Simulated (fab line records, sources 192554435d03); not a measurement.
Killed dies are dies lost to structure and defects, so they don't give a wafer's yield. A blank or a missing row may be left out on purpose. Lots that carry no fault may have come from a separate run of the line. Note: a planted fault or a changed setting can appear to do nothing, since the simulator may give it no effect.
Split-lot trial    flow n5Finfet    route with 1938 steps; 7 lots, 39 wafers read

## ABOUT THE SPLIT
At N5_MIM_BOT_SPUTTER_00 (material TiN, target thk 35 nm, time 89.7 s), the setting targetThkA was moved away from the recipe's 350 angstrom on 15 of the 39 wafers read, by -55.5% to +25.5%. For the rest of the wafers, this setting stayed at what the recipe calls for.

Reading taken at the split's own step.

## THE READING
TiN_of_MIM_BOT_SPUTTER_00.thkNm (the simulator's own value, which no gauge read), in nm, at N5_MIM_BOT_SPUTTER_00 (material TiN, target thk 35 nm, time 89.7 s). There is no usual value for it anywhere in the file. The 24 wafers here that ran the recipe average 34.9 nm, standard deviation 0.49 nm.

wafer   tool, chamber at the split  targetThkA as run, angstrom  against the recipe  TiN_of_MIM_BOT_SPUTTER_00.thkNm, nm  against lot-mates on the recipe
L075.1  pvdSputter-03, -            155.7                        -55.5%              16.6                                 -18.9
L075.2  pvdSputter-03, -            350                          recipe              35                                   -
L075.3  pvdSputter-03, -            350                          recipe              35.6                                 -
L075.4  pvdSputter-03, -            155.7                        -55.5%              16.4                                 -19.1
L075.5  pvdSputter-03, -            155.7                        -55.5%              15.8                                 -19.7
L075.6  pvdSputter-03, -            350                          recipe              36                                   -
L085.3  pvdSputter-03, -            350                          recipe              34.6                                 -
L085.5  pvdSputter-03, -            350                          recipe              35.2                                 -
L085.6  pvdSputter-03, -            350                          recipe              34.4                                 -
L089.1  pvdSputter-02, -            181.4                        -48.2%              17.8                                 -17.5
L089.2  pvdSputter-02, -            181.4                        -48.2%              18                                   -17.3
L089.3  pvdSputter-02, -            350                          recipe              35.6                                 -
L089.4  pvdSputter-02, -            181.4                        -48.2%              18.6                                 -16.7
L089.5  pvdSputter-02, -            350                          recipe              35.4                                 -
L089.6  pvdSputter-02, -            350                          recipe              35                                   -
L092.1  pvdSputter-01, -            350                          recipe              34.2                                 -
L092.6  pvdSputter-01, -            350                          recipe              34.2                                 -
L092.2  pvdSputter-01, -            350                          recipe              34.8                                 -
L092.3  pvdSputter-01, -            350                          recipe              34.4                                 -
L092.4  pvdSputter-01, -            350                          recipe              34.4                                 -
L092.5  pvdSputter-01, -            350                          recipe              34.6                                 -
L094.1  pvdSputter-01, -            350                          recipe              35                                   -
L094.6  pvdSputter-01, -            350                          recipe              35                                   -
L094.2  pvdSputter-01, -            259                          -26.0%              26                                   -9.2
L094.4  pvdSputter-01, -            259                          -26.0%              26                                   -9.2
L094.3  pvdSputter-01, -            350                          recipe              35.6                                 -
L094.5  pvdSputter-01, -            259                          -26.0%              25.8                                 -9.4
L093.1  pvdSputter-01, -            350                          recipe              34.6                                 -
L093.5  pvdSputter-01, -            350                          recipe              34.6                                 -
L093.2  pvdSputter-01, -            439.4                        +25.5%              43.2                                 +8.7
L093.3  pvdSputter-01, -            439.4                        +25.5%              43.2                                 +8.7
L093.4  pvdSputter-01, -            439.4                        +25.5%              43                                   +8.5
L093.6  pvdSputter-01, -            350                          recipe              34.4                                 -
L096.1  pvdSputter-03, -            350                          recipe              35.2                                 -
L096.2  pvdSputter-03, -            409.6                        +17.0%              41                                   +6.2
L096.3  pvdSputter-03, -            350                          recipe              34.6                                 -
L096.5  pvdSputter-03, -            350                          recipe              34.6                                 -
L096.4  pvdSputter-03, -            409.6                        +17.0%              41.4                                 +6.6
L096.6  pvdSputter-03, -            409.6                        +17.0%              40.6                                 +5.8

THE FIT
A straight line over all 39 wafers: TiN_of_MIM_BOT_SPUTTER_00.thkNm changes by +0.34 nm for each +1% of targetThkA; r = +1.00; the points scatter about the line by 0.47 nm.
The same after taking each lot's own level away (the mean of its wafers on the recipe; 39 wafers): +0.351 nm for each +1%; r = +1.00; scatter 0.32 nm.
That fit puts the effect of the largest move of targetThkA on the reading at 19 nm.
The span of the lots' own levels, 34.43 to 35.53 nm, comes to 2.3 times the standard deviation stated above.
Consequently the slope shifts little with the lot-to-lot level, the two slopes agreeing.
Check: for one of the wafers moved furthest among these (-55.5%), held out of the fit, the line's prediction against its lot-mates is -19.6 nm. Against them it came out at -18.9 nm.

## ADDITIONAL SPLITS CARRIED BY THESE WAFERS
Before the reading, these wafers also passed through other splits. Each is held against what the fit with the lots' levels taken away leaves over:
other split on the same wafers  wafers away from the commonest value  r with TiN_of_MIM_BOT_SPUTTER_00.thkNm (lot level and that fit taken away)
N5_BEOL_M8_ILD_DEP_00 timeS     15                                    +0.19

## FILE'S OWN FIT
TiN_of_MIM_BOT_SPUTTER_00.thkNm changes by +0.351 nm for each +1% of targetThkA, r = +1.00.
